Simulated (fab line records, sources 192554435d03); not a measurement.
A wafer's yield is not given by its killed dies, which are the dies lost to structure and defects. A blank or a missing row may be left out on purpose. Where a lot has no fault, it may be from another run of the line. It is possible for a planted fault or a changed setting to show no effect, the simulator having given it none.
Split-lot experiment | flow n5 finfet | on a route of 1938 steps: 7 lots, 39 wafers read

== ABOUT THE SPLIT ==
At N5_BEOL_M11_ALD_74 (deposits TaN, target thk 2 nm, pulse time 2 s, purge time 3 s), the setting ald cycles was moved away from the recipe's 40 on 12 of the 39 wafers read, by -30.0% to +55.0%. For the rest of the wafers, this setting stayed at what the recipe calls for.

Reading taken at the split's own step.

== THE READING ==
TaN_of_BEOL_M11_ALD_74.thk nm (the simulator's own value, which no gauge read), in nm, at N5_BEOL_M11_ALD_74 (deposits TaN, target thk 2 nm, pulse time 2 s, purge time 3 s). The file gives no usual value for it.

wafer  | tool, chamber at the split | ald cycles as run | against the recipe | TaN_of_BEOL_M11_ALD_74.thk nm, nm | against lot-mates on the recipe
L076.1 | ald metal-02, 0,2,0        | 40                | recipe             | 2                                 | -
L076.3 | ald metal-02, 0,2,0        | 40                | recipe             | 2                                 | -
L076.6 | ald metal-02, 0,2,0        | 40                | recipe             | 2                                 | -
L081.1 | ald metal-01, 1,2,3        | 40                | recipe             | 2                                 | -
L081.4 | ald metal-01, 1,2,3        | 40                | recipe             | 2                                 | -
L081.5 | ald metal-01, 1,2,3        | 40                | recipe             | 2                                 | -
L081.2 | ald metal-01, 3,0,0        | 52                | +30.0%             | 2.6                               | +0.6
L081.3 | ald metal-01, 3,0,0        | 52                | +30.0%             | 2.6                               | +0.6
L081.6 | ald metal-01, 3,0,0        | 52                | +30.0%             | 2.6                               | +0.6
L089.1 | ald metal-01, 1,3,0        | 40                | recipe             | 2                                 | -
L089.2 | ald metal-01, 1,3,0        | 40                | recipe             | 2                                 | -
L089.3 | ald metal-01, 1,3,0        | 40                | recipe             | 2                                 | -
L089.4 | ald metal-01, 2,0,1        | 33                | -17.5%             | 1.6                               | -0.4
L089.5 | ald metal-01, 2,0,1        | 33                | -17.5%             | 1.6                               | -0.4
L089.6 | ald metal-01, 2,0,1        | 33                | -17.5%             | 1.6                               | -0.4
L091.1 | ald metal-03, 1,3,0,2,2,3  | 40                | recipe             | 2                                 | -
L091.2 | ald metal-03, 1,3,0,2,2,3  | 40                | recipe             | 2                                 | -
L091.3 | ald metal-03, 1,3,0,2,2,3  | 40                | recipe             | 2                                 | -
L091.4 | ald metal-03, 1,3,0,2,2,3  | 40                | recipe             | 2                                 | -
L091.5 | ald metal-03, 1,3,0,2,2,3  | 40                | recipe             | 2                                 | -
L091.6 | ald metal-03, 1,3,0,2,2,3  | 40                | recipe             | 2                                 | -
L092.1 | ald metal-01, 0,3,2,1,1,0  | 40                | recipe             | 2                                 | -
L092.2 | ald metal-01, 0,3,2,1,1,0  | 40                | recipe             | 2                                 | -
L092.3 | ald metal-01, 0,3,2,1,1,0  | 40                | recipe             | 2                                 | -
L092.4 | ald metal-01, 0,3,2,1,1,0  | 40                | recipe             | 2                                 | -
L092.5 | ald metal-01, 0,3,2,1,1,0  | 40                | recipe             | 2                                 | -
L092.6 | ald metal-01, 0,3,2,1,1,0  | 40                | recipe             | 2                                 | -
L095.1 | ald metal-01, 3,2,2        | 40                | recipe             | 2                                 | -
L095.3 | ald metal-01, 3,2,2        | 40                | recipe             | 2                                 | -
L095.5 | ald metal-01, 3,2,2        | 40                | recipe             | 2                                 | -
L095.2 | ald metal-01, 1,0,1        | 62                | +55.0%             | 3.2                               | +1.2
L095.4 | ald metal-01, 1,0,1        | 62                | +55.0%             | 3.2                               | +1.2
L095.6 | ald metal-01, 1,0,1        | 62                | +55.0%             | 3.2                               | +1.2
L093.1 | ald metal-02, 0,3,1        | 40                | recipe             | 2                                 | -
L093.4 | ald metal-02, 0,3,1        | 40                | recipe             | 2                                 | -
L093.5 | ald metal-02, 0,3,1        | 40                | recipe             | 2                                 | -
L093.2 | ald metal-02, 2,1,2        | 28                | -30.0%             | 1.4                               | -0.6
L093.3 | ald metal-02, 2,1,2        | 28                | -30.0%             | 1.4                               | -0.6
L093.6 | ald metal-02, 2,1,2        | 28                | -30.0%             | 1.4                               | -0.6
If several chambers appear in one row, that row covers several wafers at once and the file leaves open which wafer was in which chamber.

FIT RESULTS
A straight line over all 39 wafers: TaN_of_BEOL_M11_ALD_74.thk nm changes by +0.0212 nm for each +1% of ald cycles; r = +1.00; the points scatter about the line by 0.019 nm.
The same after taking each lot's own level away (the mean of its wafers on the recipe; 39 wafers): +0.0212 nm for each +1%; r = +1.00; scatter 0.019 nm.
According to that fit, moving ald cycles by its largest amount changes the reading by 1.2 nm.
The lots' own levels span 2.00 to 2.00 nm.
Hence the lot-to-lot level has little effect on the slope; both slopes agree.
Check: with one of the wafers moved furthest among these (+55.0%) left out of the fit, the line predicts +1.16 nm for it against its lot-mates. Against them it came out at +1.2 nm.

== FURTHER SPLITS ON THESE WAFERS ==
Note: prior to the reading, these wafers also went through further splits. Each is held against what the fit with the lots' levels taken away leaves over:
other split on the same wafers    | wafers away from the commonest value | r with TaN_of_BEOL_M11_ALD_74.thk nm (lot level and that fit taken away)
N5_BEOL_M9_HM_DEP_02 target thk a | 9                                    | +0.04

== FILE'S OWN FIT ==
TaN_of_BEOL_M11_ALD_74.thk nm changes by +0.0212 nm for each +1% of ald cycles, r = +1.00.
